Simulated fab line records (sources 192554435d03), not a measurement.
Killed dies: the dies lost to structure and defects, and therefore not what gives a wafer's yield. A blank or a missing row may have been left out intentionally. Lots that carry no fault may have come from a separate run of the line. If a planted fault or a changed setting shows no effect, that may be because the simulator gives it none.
The same fault as seen by 2 desks	flow n5-finfet	only its own numbers are on each desk; what lay behind them is given at the end

== THE METROLOGY DESK ==
Lot by lot, what the gauges showed, no matter which tool ran the lot: averages of those sampled wafers that carry a number. A lot is out of limits, marked OUT, if its mean lies more than 4 standard deviations from the usual mean; the brackets give that distance. Of its 10 readings 7 are shown: those that lie furthest out on some lot.
Columns: A = DIBL_N at N5_BEOL_M4_RC_MEAS_101, usual 36.3 mV/V; B = DIBL_P at N5_BEOL_M4_RC_MEAS_101, usual 36.5 mV/V; C = IOFF_N at N5_BEOL_M4_RC_MEAS_101, usual 0.16 nA/um; D = IOFF_P at N5_BEOL_M4_RC_MEAS_101, usual 0.22 nA/um; E = ION_N at N5_BEOL_M4_RC_MEAS_101, usual 677 uA/um; F = VT_N at N5_BEOL_M4_RC_MEAS_101, usual 249 mV; G = VT_P at N5_BEOL_M4_RC_MEAS_101, usual -248.9 mV
lot	first seen here	A	B	C	D	E	F	G
L607	day 8 17:48	36.2	36.7	0.15	0.19	672	251	-250.5
L609	day 9 09:10	36.3	37.2	0.16	0.21	673	250	-250.8
L610	day 9 15:04	37.2	36.8	0.17	0.24	689	248	-248.3
L614	day 10 10:07	36.4	36.5	0.15	0.18	674	252	-255.3
L622	day 12 03:20	36.5	35.6	0.15	0.22	671	251	-250.2
L625	day 12 20:28	37.8	38.3	0.18	0.22	677	248	-250.7
L626	day 13 12:35	34.4	34.4	0.14	0.21	672	251	-247.8
L627	day 13 19:41	32.8	32.8	0.11	0.16	654	255	-252.9
L629	day 14 01:23	35.5	37.0	0.17	0.23	680	248	-248.5
Finding of this desk: none of the 9 lots has anything out of limits.

== THE TOOL OWNER'S DESK: rie-diel-02 ==
The tool's own readings at N5_HKMG_FIN_ETCH_67 (etches SOC in N2/H2, stops on TiN, target depth 388.9 nm): means of the sampled wafers that have a number, for each lot that ran on this tool. A lot is out of limits, marked OUT, if its mean lies more than 4 standard deviations from the usual mean; the brackets give that distance.
Columns: A = chamber-pressure-mTorr at N5_HKMG_FIN_ETCH_67, usual 30.005 mTorr; B = drypump-motor-current-A at N5_HKMG_FIN_ETCH_67, usual 5.9 A; C = oes-product-au at N5_HKMG_FIN_ETCH_67, usual 0.77 a.u.; D = rf-fwd-power-W at N5_HKMG_FIN_ETCH_67, usual 844 W; E = rf-vpp-V at N5_HKMG_FIN_ETCH_67, usual 241.0 V; F = showerhead-plenum-p-Torr at N5_HKMG_FIN_ETCH_67, usual 2.57 Torr; G = throttle-valve-pct at N5_HKMG_FIN_ETCH_67, usual 17.75 %
lot	first seen here	A	B	C	D	E	F	G
L607	day 4 11:37	30.012	6.1	0.76	844	241.2	2.62	17.61
L609	day 5 00:02	30.012	6.1	0.76	848	241.1	2.62	17.62
L610	day 5 04:56	30.002	6.2	0.81	1049 (+60) OUT	224.6 (-11) OUT	2.65	17.53
L614	day 6 05:35	30.009	6.1	0.79	1050 (+61) OUT	224.2 (-11) OUT	2.65	17.54
L627	day 9 09:04	30.001	6.0	0.82	848	241.6	2.62	17.82
L629	day 10 02:06	30.014	6.1	0.79	846	241.5	2.63	17.68
This desk finds L610, L614 out of limits, L610 being first, at day 5 04:56 (rf-fwd-power-W at N5_HKMG_FIN_ETCH_67). In limits: L607, L609, L627, L629.

== BROUGHT TOGETHER ==
The tool owner's desk had the chance to raise an alarm at day 5 04:56 on L610, L614.
Metrology desk: nothing out of limits seen.
The metrology desk holds a record of L610, L614, inside its limits.
On rie-diel-02, each named lot ran N5_HKMG_FIN_ETCH_67.

== WHAT THE SIMULATOR PUT IN ==
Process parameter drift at N5_HKMG_FIN_ETCH_67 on rie-diel-02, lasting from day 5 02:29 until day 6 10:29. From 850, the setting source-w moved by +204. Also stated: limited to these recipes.
Lots struck among those shown: L610, L614.
How many hours passed from the start of the fault until each desk's first out-of-limits reading: the tool owner's desk, 2.
